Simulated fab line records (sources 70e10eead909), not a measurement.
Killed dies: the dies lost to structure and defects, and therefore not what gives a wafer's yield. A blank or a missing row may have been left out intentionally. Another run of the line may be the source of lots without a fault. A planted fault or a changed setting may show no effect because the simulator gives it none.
fab line records	flow nand-harc
record: lots: 24	wafers: 72	last-day: 33
route steps=1302 shown A_DECK1_JOINT@530 A_CHANNEL_HOLE_D2@582 A_CHANNEL_FILL_D2@614
lots that met no fault: taken from a fault-free run of the same line
start-h: hours from the record's opening day to when the first of the lot's shown wafers began	wait-h: hours since the lot's step before	" as in the row above	L1.1+2: several wafers, shown together as one row	- value missing, or start not given	* or withheld: withheld	< > ~ a bound
route shown NAME@n: names a module that has steps shown in the file, with the first one's number in the route	usual: mean and standard deviation over wafers with no fault	same: alike in all rows	chamber/n: place in a boat	sites: the reading at each site	_std_site: how widely they spread, as a standard deviation	_edge_site: mean of outer sites minus mean of inner sites	radius-mm: how far each site lies from the wafer's centre	mask NAME#n: copy n	behind: the tool/chamber that last shaped the wafer	hold: why the lot went on hold/how many hours it stayed there/how the hold came to an end	device: the n, p or np transistor that did not switch	end of line: the route-end tests of the same wafers	a step given without rows: its recipe and nothing more	killed: the dies lost at the first sort to structure and to defects; this is not the yield of the wafer	map: a wafer's dies, marking killed ones x, the rest . and places with no die _
set.NAME: the setting as run; set.NAME@STEP: as run at that earlier step	model.NAME: the simulator's own value behind a step, which no gauge read
the route's steps for a sample of lots (tables are steps, rows are wafers)
services: when a tool's chamber went out of use (start-h, in hours from the record's first day, below 0 if earlier), for how many hours, and the reason
== steps ==
step: NHARC_A_DECK1_JOINT_ETCHBACK_00
recipe: target-depth-a: 300	time-s: 17.4	hbr-flow-sccm: 150	rf-w: 350	icp-w: 350	bias-w: 60	chemistry: HBr
usual: drypump-motor-current-A: 5.8/0.43	oes-product-au: 0.997/0.014	throttle-valve-pct: 23.266/0.0088
lot.wafer	tool	chamber	start-h	wait-h	drypump-motor-current-A	oes-product-au	rf-hours-counter-h	throttle-valve-pct
L074.4	rie-si-01	2	257.27	0.1	6.2	0.992	0.3	23.282
L074.1	"	0	"	"	5.8	1.002	0.3	23.271
L074.2	"	1	"	"	6.0	1.000	0.4	23.261
L075.3	rie-si-02	2	257.28	0.1	5.8	0.989	1.1	23.281
L075.4	"	3	"	"	5.0	1.000	0.9	23.278
L075.1	"	0	"	"	5.7	1.006	0.8	23.275
L076.3	rie-si-05	3	272.75	0.1	6.7	1.010	0.8	23.270
L076.2	"	1	"	"	5.6	1.017	0.9	23.266
L076.4	"	3	"	"	6.7	1.010	-	23.258
L078.4	rie-si-01	1	282.87	0.1	6.0	1.005	0.5	23.260
L078.2	"	2	"	"	6.2	1.013	0.4	23.254
L078.3	"	0	"	"	5.8	0.994	0.5	23.266
L077.1	rie-si-05	3	282.87	0.1	6.7	1.002	0.9	23.271
L077.6	"	3	"	"	6.7	1.011	-	23.263
L077.5	"	0	"	"	6.0	1.012	-	23.266
L079.3	rie-si-05	3	301.05	0.1	6.7	1.006	0.9	23.275
L079.5	"	3	"	"	6.7	1.004	-	23.245
L079.6	"	0	"	"	5.9	1.010	-	23.279
L080.2	rie-si-01	0	301.07	0.1	5.7	0.994	0.6	23.265
L080.1	"	1	"	"	6.0	0.998	0.6	23.262
L080.5	"	3	"	"	6.1	0.990	-	23.255
L081.4	rie-si-05	0	315.47	0.1	5.9	0.987	0	23.279
L081.3	"	1	"	"	5.6	1.000	0	23.258
L081.5	"	2	"	"	5.0	1.007	-	23.257
L082.2	rie-si-05	3	336.85	0.1	6.7	0.988	0.1	23.263
L082.1	"	2	"	"	5.0	1.000	0.1	23.271
L082.6	"	1	"	"	5.6	1.016	-	23.253
L083.4	rie-si-02	2	337.00	0.1	5.8	0.983	0.3	23.274
L083.1	"	1	"	"	5.5	0.991	0.3	23.269
L083.5	"	3	"	"	5.1	0.975	-	23.262
L084.3	rie-si-02	0	351.22	0.1	5.7	0.998	0.4	23.264
L084.2	"	2	"	"	5.8	0.996	0.5	23.268
L084.6	"	1	"	"	5.5	0.991	-	23.263
L085.3	rie-si-02	3	358.14	0.1	5.1	0.972	0.4	23.271
L085.1	"	1	"	"	5.5	0.991	0.5	23.268
L085.6	"	3	"	"	5.1	0.988	-	23.260
L086.4	rie-si-01	0	365.62	0.1	5.8	0.992	1.2	23.253
L086.3	"	1	"	"	6.0	1.000	1.1	23.261
L086.2	"	3	"	"	6.1	1.002	1.2	23.257
L087.3	rie-si-02	1	372.66	0.1	5.5	0.988	0.6	23.263
L087.2	"	2	"	"	5.8	0.986	0.7	23.250
L087.6	"	1	"	"	5.5	0.992	-	23.267
L088.4	rie-si-02	2	392.68	0.1	5.8	0.985	0.8	23.251
L088.3	"	3	"	"	5.1	0.972	0.6	23.271
L088.6	"	2	"	"	5.8	0.982	-	23.261
L089.3	rie-si-01	2	392.70	0.1	6.2	1.041	0.1	23.260
L089.5	"	0	"	"	5.8	0.992	-	23.252
L089.6	"	1	"	"	6.0	0.992	-	23.261
L090.1	rie-si-02	1	416.21	0.1	5.5	0.994	0.8	23.286
L090.2	"	2	"	"	5.8	1.003	0.8	23.261
L090.3	"	0	"	"	5.7	0.994	0.7	23.261
L091.3	rie-si-01	3	427.47	0.1	6.1	0.992	0.3	23.269
L091.2	"	0	"	"	5.8	0.997	0.3	23.268
L091.6	"	0	"	"	5.8	0.984	-	23.275
L093.3	rie-si-01	1	435.20	0.1	6.0	0.974	0.3	23.265
L093.2	"	2	"	"	6.3	1.023	0.3	23.266
L093.5	"	0	"	"	5.7	0.996	-	23.267
L092.3	rie-si-02	1	435.23	0.1	5.5	0.981	1.0	23.287
L092.4	"	2	"	"	5.8	0.993	-	23.263
L092.5	"	3	"	"	5.1	0.981	-	23.248
L094.4	rie-si-05	2	454.03	0.1	5.0	0.996	0.9	23.248
L094.3	"	3	"	"	6.7	0.984	0.8	23.274
L094.1	"	0	"	"	6.0	0.979	0.9	23.281
L095.3	rie-si-01	2	457.12	0.1	6.3	1.022	0.4	23.272
L095.6	"	2	"	"	6.3	1.033	-	23.268
L095.5	"	0	"	"	5.8	0.986	-	23.269
L096.1	rie-si-01	0	468.45	0.1	5.8	0.984	0.6	23.275
L096.3	"	2	"	"	6.3	1.026	0.5	23.271
L096.5	"	1	"	"	5.9	0.965	-	23.255
L097.4	rie-si-01	0	477.90	0.1	5.8	0.995	0.6	23.271
L097.3	"	1	"	"	6.0	0.987	0.6	23.273
L097.2	"	2	"	"	6.3	1.028	0.5	23.263
step: NHARC_A_CHANNEL_HOLE_D2_CD_MEAS_10
recipe: target-cd-nm: 100	landing-energy-ev: 500
usual: cd-nm: 99.9/0.57
same: landing-energy-ev: 500
lot.wafer	tool	chamber	start-h	wait-h	cd-nm
L074.1	cd-sem-03	0	294.84	-	99.5
L074.2	"	0	"	"	99.9
L074.4	"	0	"	"	100.0
L075.1	cd-sem-03	0	295.01	-	99.8
L075.3	"	0	"	"	98.5
L075.4	"	0	"	"	100.0
L076.2	cd-sem-01	0	318.12	-	99.3
L076.3	"	0	"	"	99.1
L076.4	"	0	"	"	100.2
L077.1	cd-sem-03	0	328.06	-	100.7
L077.5	"	0	"	"	100.3
L077.6	"	0	"	"	100.0
L078.2	cd-sem-03	0	328.83	-	99.5
L078.3	"	0	"	"	100.9
L078.4	"	0	"	"	100.6
L080.1	cd-sem-01	0	350.79	-	99.8
L080.2	"	0	"	"	99.6
L080.5	"	0	"	"	100.1
L079.3	cd-sem-03	0	350.97	-	99.5
L079.5	"	0	"	"	99.9
L079.6	"	0	"	"	99.8
L081.3	cd-sem-01	0	363.15	-	100.1
L081.4	"	0	"	"	100.0
L081.5	"	0	"	"	99.8
L082.1	cd-sem-01	0	374.39	-	99.4
L082.2	"	0	"	"	99.3
L082.6	"	0	"	"	99.6
L083.1	cd-sem-03	0	374.54	-	100.1
L083.4	"	0	"	"	100.0
L083.5	"	0	"	"	99.4
L084.2	cd-sem-03	0	394.86	-	99.8
L084.3	"	0	"	"	98.7
L084.6	"	0	"	"	99.7
L085.1	cd-sem-01	0	398.34	-	100.1
L085.3	"	0	"	"	99.2
L085.6	"	0	"	"	99.6
L086.2	cd-sem-02	0	409.88	-	100.1
L086.3	"	0	"	"	99.8
L086.4	"	0	"	"	99.7
L087.2	cd-sem-01	0	415.23	-	100.5
L087.3	"	0	"	"	99.5
L087.6	"	0	"	"	99.1
L089.3	cd-sem-01	0	433.88	-	99.4
L089.5	"	0	"	"	100.1
L089.6	"	0	"	"	99.6
L088.3	cd-sem-03	0	434.03	-	100.6
L088.4	"	0	"	"	100.7
L088.6	"	0	"	"	100.5
L090.1	cd-sem-03	0	462.20	-	99.3
L090.2	"	0	"	"	100.8
L090.3	"	0	"	"	100.3
L091.2	cd-sem-01	0	468.85	-	99.7
L091.3	"	0	"	"	100.4
L091.6	"	0	"	"	99.0
L092.3	cd-sem-02	0	474.28	-	100.5
L092.4	"	0	"	"	100.4
L092.5	"	0	"	"	100.2
L093.2	cd-sem-01	0	474.43	-	98.8
L093.3	"	0	"	"	100.3
L093.5	"	0	"	"	99.5
L094.1	cd-sem-03	0	498.22	-	100.1
L094.3	"	0	"	"	99.9
L094.4	"	0	"	"	99.2
L095.3	cd-sem-01	0	498.66	-	99.8
L095.5	"	0	"	"	99.9
L095.6	"	0	"	"	98.7
L096.1	cd-sem-03	0	511.52	-	99.3
L096.3	"	0	"	"	100.5
L096.5	"	0	"	"	100.2
L097.2	cd-sem-02	0	527.93	-	100.9
L097.3	"	0	"	"	100.3
L097.4	"	0	"	"	100.0
step: NHARC_A_CHANNEL_HOLE_D2_INSPECT_12
usual: raw-defect-count: 29/22
lot.wafer	tool	chamber	start-h	wait-h	raw-defect-count
L074.1	defect-inspect-02	-	294.96	0.0	5
L074.2	"	-	"	"	4
L074.4	"	-	"	"	2
L075.1	defect-inspect-02	-	295.13	0.0	8
L075.3	"	-	"	"	7
L075.4	"	-	"	"	3
L076.2	defect-inspect-01	-	318.25	0.0	9
L076.3	"	-	"	"	7
L076.4	"	-	"	"	10
L077.1	defect-inspect-02	-	328.18	0.0	6
L077.5	"	-	"	"	6
L077.6	"	-	"	"	6
L078.2	defect-inspect-01	-	328.95	0.0	55
L078.3	"	-	"	"	63
L078.4	"	-	"	"	54
L080.1	defect-inspect-01	-	350.92	0.0	6
L080.2	"	-	"	"	5
L080.5	"	-	"	"	9
L079.3	defect-inspect-01	-	351.09	0.0	48
L079.5	"	-	"	"	58
L079.6	"	-	"	"	42
L081.3	defect-inspect-01	-	363.27	0.0	65
L081.4	"	-	"	"	43
L081.5	"	-	"	"	50
L082.1	defect-inspect-02	-	374.51	0.0	6
L082.2	"	-	"	"	14
L082.6	"	-	"	"	9
L083.1	defect-inspect-02	-	374.67	0.0	61
L083.4	"	-	"	"	53
L083.5	"	-	"	"	47
L084.2	defect-inspect-02	-	394.98	0.0	52
L084.3	"	-	"	"	54
L084.6	"	-	"	"	65
L085.1	defect-inspect-02	-	398.46	0.0	16
L085.3	"	-	"	"	17
L085.6	"	-	"	"	12
L086.2	defect-inspect-02	-	410.00	0.0	16
L086.3	"	-	"	"	13
L086.4	"	-	"	"	17
L087.2	defect-inspect-02	-	415.37	0.1	65
L087.3	"	-	"	"	61
L087.6	"	-	"	"	54
L089.3	defect-inspect-01	-	434.00	0.0	66
L089.5	"	-	"	"	54
L089.6	"	-	"	"	59
L088.3	defect-inspect-02	-	434.15	0.0	13
L088.4	"	-	"	"	15
L088.6	"	-	"	"	13
L090.1	defect-inspect-01	-	462.33	0.0	33
L090.2	"	-	"	"	31
L090.3	"	-	"	"	18
L091.2	defect-inspect-01	-	468.97	0.0	61
L091.3	"	-	"	"	57
L091.6	"	-	"	"	68
L092.3	defect-inspect-02	-	474.40	0.0	15
L092.4	"	-	"	"	19
L092.5	"	-	"	"	16
L093.2	defect-inspect-01	-	474.56	0.0	55
L093.3	"	-	"	"	56
L093.5	"	-	"	"	68
L094.1	defect-inspect-01	-	498.34	0.0	22
L094.3	"	-	"	"	30
L094.4	"	-	"	"	22
L095.3	defect-inspect-02	-	498.78	0.0	18
L095.5	"	-	"	"	21
L095.6	"	-	"	"	17
L096.1	defect-inspect-02	-	511.65	0.0	23
L096.3	"	-	"	"	29
L096.5	"	-	"	"	27
L097.2	defect-inspect-01	-	528.05	0.0	8
L097.3	"	-	"	"	3
L097.4	"	-	"	"	8
step: NHARC_A_CHANNEL_HOLE_D2_ETCH_39
recipe: target-depth-a: 2600	over-etch-frac: 0.3	time-s: 325	ion-energy-ev: 200	n2-flow-sccm: 150	h2-flow-sccm: 150	ar-flow-sccm: 0	rf-w: 400	bias-w: 150	chemistry: N2/H2
usual: drypump-motor-current-A: 5.72/0.28	n2-flow-sccm: 150.0/0.41	oes-product-au: 1.000/0.014	rf-vpp-V: 429.5/2.3	showerhead-plenum-p-Torr: 2.00/0.079	throttle-valve-pct: 14.172/0.01
lot.wafer	tool	chamber	start-h	wait-h	drypump-motor-current-A	n2-flow-sccm	oes-product-au	rf-hours-counter-h	rf-vpp-V	showerhead-plenum-p-Torr	throttle-valve-pct
L074.4	rie-diel-12	0	-	-	5.93	149.6	0.990	0.4	429.3	1.96	14.171
L074.1	"	1	"	"	5.93	149.9	1.010	0.4	432.7	2.09	14.167
L074.2	"	2	"	"	5.67	150.8	0.976	0.4	426.8	1.92	14.179
L075.4	rie-diel-08	1	-	-	5.39	150.4	1.026	4.9	427.5	1.96	14.169
L075.3	"	2	"	"	5.83	150.3	1.015	6.6	431.4	2.08	14.160
L075.1	"	0	"	"	5.15	150.1	1.004	5.1	431.3	2.10	14.170
L076.4	rie-diel-12	0	-	-	5.95	150.1	0.996	2.4	428.4	1.96	14.177
L076.3	"	1	"	"	5.92	149.5	1.003	2.3	431.6	2.08	14.181
L076.2	"	2	"	"	5.64	150.0	0.976	0.9	426.6	1.92	14.194
L077.1	rie-diel-08	2	-	-	5.84	150.0	1.001	7.9	432.5	2.08	14.161
L077.5	"	3	"	"	5.46	149.8	0.987	-	427.9	1.97	14.169
L077.6	"	0	"	"	5.13	149.7	1.000	-	431.4	2.10	14.169
L078.2	rie-diel-11	1	-	-	5.94	149.8	0.991	3.5	429.4	2.06	14.177
L078.4	"	2	"	"	6.01	149.5	0.996	3.7	432.9	2.13	14.148
L078.3	"	0	"	"	5.51	149.7	0.990	3.2	427.4	1.92	14.169
L080.1	rie-diel-11	0	-	-	5.50	149.6	0.980	3.9	426.4	1.92	14.168
L080.2	"	1	"	"	5.90	150.5	0.982	4.6	431.3	2.06	14.168
L080.5	"	2	"	"	6.05	150.0	0.994	-	433.4	2.13	14.180
L079.3	rie-diel-12	3	-	-	6.21	150.3	1.000	3.8	427.2	1.92	14.184
L079.6	"	0	"	"	5.90	150.0	0.985	-	427.8	1.96	14.180
L079.5	"	1	"	"	5.92	150.1	1.010	-	430.4	2.08	14.168
L081.4	rie-diel-11	0	-	-	5.50	150.2	0.984	4.4	427.8	1.92	14.161
L081.3	"	1	"	"	5.94	150.3	0.987	5.3	431.7	2.06	14.153
L081.5	"	3	"	"	5.51	150.0	1.012	-	427.3	1.94	14.162
L082.1	rie-diel-11	2	-	-	5.98	149.7	0.995	6.5	433.1	2.13	14.172
L082.2	"	3	"	"	5.53	150.2	0.998	5.7	428.4	1.94	14.167
L082.6	"	2	"	"	6.00	149.7	0.992	-	433.1	2.13	14.191
L083.1	rie-diel-12	2	-	-	5.65	150.0	0.982	4.0	427.2	1.92	14.168
L083.4	"	0	"	"	5.94	150.3	1.002	6.7	427.9	1.96	14.182
L083.5	"	2	"	"	5.66	149.7	0.974	-	426.4	1.92	14.184
L084.3	rie-diel-11	1	-	-	5.91	149.2	1.001	6.9	430.9	2.06	14.177
L084.2	"	2	"	"	6.00	149.3	0.998	7.9	432.1	2.13	14.185
L084.6	"	1	"	"	5.91	149.7	0.991	-	430.7	2.06	14.181
L085.1	rie-diel-11	1	-	-	5.92	149.8	0.992	7.4	431.9	2.06	14.178
L085.3	"	3	"	"	5.53	150.4	0.985	7.7	429.6	1.94	14.175
L085.6	"	1	"	"	5.93	149.9	0.985	-	430.7	2.06	14.179
L086.4	rie-diel-12	1	-	-	5.93	149.8	1.002	8.6	431.0	2.08	14.170
L086.3	"	2	"	"	5.64	150.0	0.978	6.7	425.9	1.92	14.165
L086.2	"	3	"	"	6.16	150.2	1.011	8.0	427.8	1.92	14.154
L087.2	rie-diel-08	1	-	-	5.39	150.0	1.008	1.6	427.7	1.96	14.167
L087.3	"	2	"	"	5.85	149.8	1.027	1.8	431.1	2.08	14.177
L087.6	"	1	"	"	5.40	150.5	1.009	-	429.2	1.96	14.172
L089.3	rie-diel-12	1	-	-	5.95	149.6	1.010	10.0	431.6	2.08	14.166
L089.6	"	2	"	"	5.60	150.0	0.989	-	426.7	1.92	14.175
L089.5	"	3	"	"	6.19	150.5	1.025	-	426.6	1.92	14.185
L088.3	rie-diel-08	3	-	-	5.45	150.5	1.006	2.2	428.6	1.97	14.154
L088.4	"	1	"	"	5.38	149.8	1.012	2.3	427.2	1.96	14.159
L088.6	"	3	"	"	5.46	150.6	1.007	-	428.2	1.97	14.176
L090.3	rie-diel-11	2	-	-	5.99	149.5	1.005	0.6	433.1	2.13	14.166
L090.2	"	0	"	"	5.48	149.6	0.980	0.7	427.3	1.92	14.176
L090.1	"	1	"	"	5.94	149.5	0.990	0.7	431.7	2.06	14.162
L091.2	rie-diel-11	0	-	-	5.49	149.5	0.975	1.3	426.3	1.92	14.171
L091.3	"	1	"	"	5.92	150.7	0.983	1.5	430.4	2.06	14.186
L091.6	"	0	"	"	5.50	150.4	0.978	-	427.8	1.92	14.163
L092.3	rie-diel-11	3	-	-	5.51	150.1	1.011	2.2	427.7	1.94	14.159
L092.4	"	0	"	"	5.50	149.7	0.977	2.1	426.4	1.92	14.169
L092.5	"	3	"	"	5.50	149.7	1.010	-	427.3	1.94	14.182
L093.2	rie-diel-08	1	-	-	5.39	149.6	0.996	4.7	428.4	1.96	14.161
L093.3	"	2	"	"	5.85	149.4	1.011	5.1	431.2	2.08	14.155
L093.5	"	3	"	"	5.46	149.6	1.009	-	428.8	1.97	14.184
L094.3	rie-diel-11	3	-	-	5.49	149.7	1.023	3.6	428.5	1.94	14.163
L094.1	"	0	"	"	5.51	150.0	0.980	3.6	427.0	1.92	14.172
L094.4	"	2	"	"	6.01	149.7	0.994	3.6	433.3	2.13	14.189
L095.3	rie-diel-08	0	-	-	5.16	150.0	1.004	6.7	431.5	2.10	14.174
L095.6	"	3	"	"	5.46	150.2	1.005	-	429.5	1.97	14.153
L095.5	"	0	"	"	5.16	150.4	0.987	-	431.4	2.10	14.171
L096.1	rie-diel-11	2	-	-	5.99	150.2	1.006	4.8	433.3	2.13	14.174
L096.3	"	0	"	"	5.50	150.6	0.981	4.7	425.7	1.92	14.173
L096.5	"	3	"	"	5.56	150.8	1.020	-	427.7	1.94	14.177
L097.2	rie-diel-12	0	-	-	5.92	149.8	1.003	5.7	428.2	1.95	14.184
L097.4	"	1	"	"	5.95	150.5	1.007	5.7	432.6	2.08	14.185
L097.3	"	2	"	"	5.65	149.9	0.982	3.3	427.1	1.92	14.146
step: NHARC_A_CHANNEL_FILL_D2_ALD_14
recipe: target-thk-a: 25	pulse-time-s: 10	ald-cycles: 25	temp-c: 300	material: SiO2
usual: heater-power-w: 453/43	precursor-pulse-height-rel: 1.000/0.018
same: ald-cycles: 25
lot.wafer	tool	chamber	start-h	wait-h	heater-power-w	precursor-pulse-height-rel
L075.4	ald-hk-03	3	310.55	0.0	417	0.979
L075.3	"	0	"	"	519	0.970
L075.1	"	1	"	"	427	1.021
L074.1	ald-hk-01	2	310.59	0.1	381	1.005
L074.2	"	3	"	"	446	0.976
L074.4	"	0	"	"	500	0.997
L076.3	ald-hk-02	1	332.44	0.1	456	1.031
L076.2	"	2	"	"	477	0.986
L076.4	"	3	"	"	457	1.000
L078.3	ald-hk-01	2	345.41	0.1	401	1.012
L078.4	"	3	"	"	463	0.993
L078.2	"	1	"	"	512	0.990
L077.1	ald-hk-01	2	345.75	0.4	384	1.019
L077.5	"	3	"	"	446	0.990
L077.6	"	0	"	"	485	1.029
L080.1	ald-hk-01	2	365.10	0.1	395	0.987
L080.2	"	0	"	"	498	1.004
L080.5	"	1	"	"	504	1.007
L079.3	ald-hk-02	2	365.17	0.2	496	0.974
L079.5	"	3	"	"	485	1.007
L079.6	"	0	"	"	378	0.989
L081.4	ald-hk-03	2	379.88	0.2	425	0.981
L081.3	"	3	"	"	419	0.978
L081.5	"	2	"	"	413	1.020
L083.4	ald-hk-02	2	388.65	0.0	490	0.993
L083.1	"	1	"	"	465	1.009
L083.5	"	3	"	"	486	0.946
L082.2	ald-hk-03	0	388.65	0.0	524	1.016
L082.1	"	2	"	"	416	0.976
L082.6	"	0	"	"	526	1.009
L084.2	ald-hk-02	2	411.58	0.4	477	1.011
L084.3	"	1	"	"	472	0.996
L084.6	"	2	"	"	484	1.006
L085.3	ald-hk-02	0	414.37	0.1	396	1.009
L085.1	"	2	"	"	483	1.013
L085.6	"	3	"	"	486	1.022
L086.2	ald-hk-02	0	424.20	0.0	377	0.986
L086.3	"	1	"	"	473	1.014
L086.4	"	2	"	"	496	0.993
L087.3	ald-hk-02	2	429.60	0.1	478	1.016
L087.2	"	3	"	"	482	1.003
L087.6	"	1	"	"	462	0.993
L088.4	ald-hk-03	2	448.64	0.1	416	0.972
L088.3	"	0	"	"	486	0.993
L088.6	"	1	"	"	430	0.994
L089.3	ald-hk-01	2	448.71	0.2	402	1.029
L089.5	"	3	"	"	459	0.993
L089.6	"	0	"	"	488	0.998
L090.2	ald-hk-01	0	476.42	0.0	492	0.990
L090.3	"	1	"	"	504	1.004
L090.1	"	2	"	"	386	0.991
L091.3	ald-hk-03	3	483.15	0.0	423	1.007
L091.2	"	0	"	"	490	0.984
L091.6	"	0	"	"	495	1.030
L093.3	ald-hk-02	2	491.71	0.0	483	0.993
L093.2	"	0	"	"	389	1.002
L093.5	"	2	"	"	471	1.012
L092.4	ald-hk-03	0	491.71	0.0	479	0.987
L092.3	"	3	"	"	428	1.004
L092.5	"	0	"	"	492	1.032
L094.4	ald-hk-02	2	513.16	0.6	481	0.988
L094.1	"	3	"	"	484	0.962
L094.3	"	0	"	"	384	1.006
L095.3	ald-hk-02	3	513.54	1.0	489	1.036
L095.5	"	3	"	"	492	1.010
L095.6	"	0	"	"	391	1.015
L096.3	ald-hk-03	1	526.07	0.1	429	0.998
L096.1	"	2	"	"	415	0.987
L096.5	"	1	"	"	431	0.968
L097.2	ald-hk-03	0	543.25	0.1	496	1.013
L097.4	"	2	"	"	411	1.025
L097.3	"	3	"	"	416	1.000
step: NHARC_A_CHANNEL_FILL_D2_ETCHBACK_19
recipe: target-depth-a: 50	time-s: 1.7	hbr-flow-sccm: 150	cl2-flow-sccm: 50	rf-w: 400	icp-w: 400	bias-w: 100	chemistry: HBr/Cl2
usual: drypump-motor-current-A: 5.9/0.41	oes-product-au: 1.001/0.016	throttle-valve-pct: 26.406/0.0092
lot.wafer	tool	chamber	start-h	wait-h	drypump-motor-current-A	oes-product-au	rf-hours-counter-h	throttle-valve-pct
L075.1	rie-si-03	2	326.99	0.4	6.6	1.019	0.60	26.399
L075.4	"	3	"	"	5.7	1.020	0.52	26.397
L075.3	"	1	"	"	5.1	0.983	0.60	26.416
L074.2	rie-si-04	2	327.01	0.4	5.8	0.972	0.72	26.419
L074.4	"	3	"	"	6.1	1.011	0.95	26.404
L074.1	"	0	"	"	6.3	1.015	1.08	26.410
L076.4	rie-si-06	0	349.47	0.4	5.9	1.012	0.43	26.415
L076.3	"	1	"	"	5.5	1.035	0.45	26.394
L076.2	"	3	"	"	6.0	0.982	0.48	26.393
L078.4	rie-si-06	1	362.60	0.4	5.4	1.037	0.50	26.403
L078.3	"	2	"	"	5.2	0.989	0.54	26.412
L078.2	"	0	"	"	5.9	1.011	0.47	26.405
L077.1	rie-si-03	2	362.61	0.4	6.5	1.010	0.85	26.419
L077.5	"	1	"	"	5.1	1.005	-	26.410
L077.6	"	2	"	"	6.5	1.027	-	26.424
L080.2	rie-si-06	3	382.71	0.4	6.0	0.980	0.62	26.407
L080.1	"	0	"	"	5.9	1.008	0.62	26.396
L080.5	"	0	"	"	5.9	1.007	-	26.402
L079.3	rie-si-03	1	382.75	0.4	5.1	0.998	0.93	26.412
L079.6	"	2	"	"	6.5	1.017	-	26.411
L079.5	"	3	"	"	5.7	1.018	-	26.390
L081.3	rie-si-04	2	397.41	0.4	5.8	0.984	0.34	26.419
L081.4	"	0	"	"	6.3	1.003	0.44	26.412
L081.5	"	3	"	"	6.1	0.981	-	26.398
L082.1	rie-si-06	3	405.22	0.4	6.0	0.989	0.79	26.406
L082.2	"	2	"	"	5.2	0.992	0.77	26.402
L082.6	"	3	"	"	6.1	0.986	-	26.414
L083.1	rie-si-04	2	405.23	0.4	5.8	0.984	0.42	26.409
L083.4	"	0	"	"	6.3	1.008	0.48	26.409
L083.5	"	2	"	"	5.8	0.992	-	26.400
L085.3	rie-si-03	3	428.06	0.4	5.7	1.026	0.10	26.390
L085.1	"	1	"	"	5.1	0.982	0.07	26.404
L085.6	"	3	"	"	5.7	1.035	-	26.403
L084.2	rie-si-04	2	428.06	0.4	5.8	0.998	0.60	26.404
L084.3	"	1	"	"	5.8	1.019	0.74	26.401
L084.6	"	3	"	"	6.1	0.996	-	26.415
L086.3	rie-si-04	0	441.25	0.4	6.3	0.992	0.76	26.407
L086.2	"	2	"	"	5.8	1.000	0.68	26.398
L086.4	"	3	"	"	6.1	0.981	0.64	26.397
L087.2	rie-si-04	3	446.50	0.4	6.1	0.987	0.66	26.394
L087.3	"	1	"	"	5.8	1.016	0.83	26.409
L087.6	"	0	"	"	6.2	0.996	-	26.388
L088.4	rie-si-03	2	465.81	0.4	6.5	1.028	0.30	26.396
L088.3	"	3	"	"	5.7	1.015	0.37	26.416
L088.6	"	1	"	"	5.1	1.004	-	26.412
L089.3	rie-si-06	2	465.81	0.4	5.1	0.983	0.24	26.417
L089.6	"	0	"	"	5.9	1.003	-	26.422
L089.5	"	1	"	"	5.5	1.013	-	26.389
L090.2	rie-si-04	3	496.62	0.4	6.1	0.976	0.91	26.400
L090.3	"	0	"	"	6.3	0.999	1.09	26.427
L090.1	"	1	"	"	5.8	0.990	1.08	26.399
L091.2	rie-si-04	3	500.16	0.4	6.1	0.987	0.94	26.402
L091.3	"	1	"	"	5.8	1.006	1.09	26.414
L091.6	"	2	"	"	5.8	0.975	-	26.411
L093.3	rie-si-03	1	509.71	0.4	5.1	1.001	0.56	26.407
L093.2	"	2	"	"	6.5	1.021	0.51	26.400
L093.5	"	2	"	"	6.5	1.015	-	26.399
L092.3	rie-si-04	2	509.71	0.4	5.8	0.984	0.98	26.407
L092.4	"	1	"	"	5.8	1.003	1.13	26.400
L092.5	"	2	"	"	5.8	0.971	-	26.413
L095.3	rie-si-03	3	529.82	0.4	5.7	1.009	0.70	26.403
L095.6	"	3	"	"	5.7	1.015	-	26.411
L095.5	"	0	"	"	6.4	0.991	-	26.398
L094.4	rie-si-04	1	529.82	0.4	5.8	1.005	0	26.401
L094.1	"	3	"	"	6.1	0.987	0	26.416
L094.3	"	0	"	"	6.3	1.022	0	26.413
L096.1	rie-si-06	3	542.53	0.4	6.0	1.001	0.70	26.404
L096.3	"	2	"	"	5.1	0.980	0.71	26.400
L096.5	"	0	"	"	5.9	1.014	-	26.400
L097.3	rie-si-03	1	560.55	0.4	5.1	0.981	0.85	26.412
L097.2	"	2	"	"	6.5	1.018	0.75	26.391
L097.4	"	0	"	"	6.4	0.994	0.85	26.406
== services ==
tool	chamber	start-h	hours	kind
rie-si-01	2	244.23	7.9	repair
rie-si-04	1	246.66	2.2	repair
rie-si-04	-	250.04	0.4	repair
rie-diel-11	-	255.50	9.0	pm
rie-si-02	0	265.69	4.5	repair
ald-hk-03	-	269.14	1.0	repair
rie-si-02	0	273.88	3.4	repair
rie-si-02	-	277.06	9.0	pm
rie-si-04	2	277.43	24.1	repair
rie-si-02	3	294.20	2.1	repair
rie-si-04	-	342.05	9.0	pm
rie-si-03	3	344.87	9.2	repair
ald-hk-02	-	348.05	10.0	pm
rie-si-01	-	364.54	0.8	repair
rie-si-01	-	370.00	9.0	pm
rie-si-04	2	374.19	1.1	repair
rie-si-01	1	423.14	1.3	repair
rie-diel-11	-	432.50	9.0	pm
rie-si-01	3	454.10	4.2	repair
rie-diel-11	-	490.77	1.1	repair
rie-diel-11	1	508.93	6.7	repair
rie-si-04	-	519.05	9.0	pm
ald-hk-02	-	526.05	10.0	pm
rie-si-01	-	547.00	9.0	pm
== key ==
fault none
